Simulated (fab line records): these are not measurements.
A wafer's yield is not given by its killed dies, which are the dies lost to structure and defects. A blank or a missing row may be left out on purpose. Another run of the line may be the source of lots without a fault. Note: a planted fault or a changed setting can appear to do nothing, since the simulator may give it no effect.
Matching of chambers | flow n5-finfet | 4 sister chambers for N5_HKMG_FIN_NWFM_ALD_20 on ald-metal-04
The step deposits TiAlC, target thk 2 nm, pulse time 3 s, purge time 2 s. 4 wafers are shown with their chamber, then 9 later ones without.

EACH WAFER AND ITS CHAMBER
wafer  | chamber | heater-power-w (W)
L086.1 | 3       | 528
L086.6 | 0       | 514
L091.4 | 2       | 438
L091.5 | 1       | 499

WAFERS MISSING THEIR CHAMBER
wafer  | heater-power-w (W)
L092.2 | 430
L092.4 | 514
L092.5 | 479
L095.3 | 430
L095.5 | 421
L095.6 | 493
L097.3 | 490
L097.4 | 511
L097.5 | 533

CHAMBER TAKEN BY EACH
wafer  | from the rows above          | in truth
L092.2 | 2                            | 2
L092.4 | can't be placed: 0 or 3 or 1 | 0
L092.5 | can't be placed: 1 or 0      | 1
L095.3 | 2                            | 2
L095.5 | 2                            | 2
L095.6 | can't be placed: 1 or 0      | 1
L097.3 | can't be placed: 1 or 0      | 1
L097.4 | can't be placed: 0 or 1 or 3 | 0
L097.5 | can't be placed: 3 or 0      | 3
Correctly placed: 3 of 9. These rows do not allow placing 6 (true chamber among the candidates in 6). Placed wrongly: 0.
How it was worked out, from the rows above alone: a wafer's distance from a chamber is the root of the sum, over the readings, of the square of ((its reading less the chamber's mean) divided by the reading's scatter). The wafer belongs to the nearest chamber; if the next one is less than 2 further off, it can't be placed. For every chamber, the mean is computed from those of its wafers that are shown. The scatter: with one shown wafer a chamber, the root of the mean of the squares of how far each hidden wafer lies from its nearest shown one.
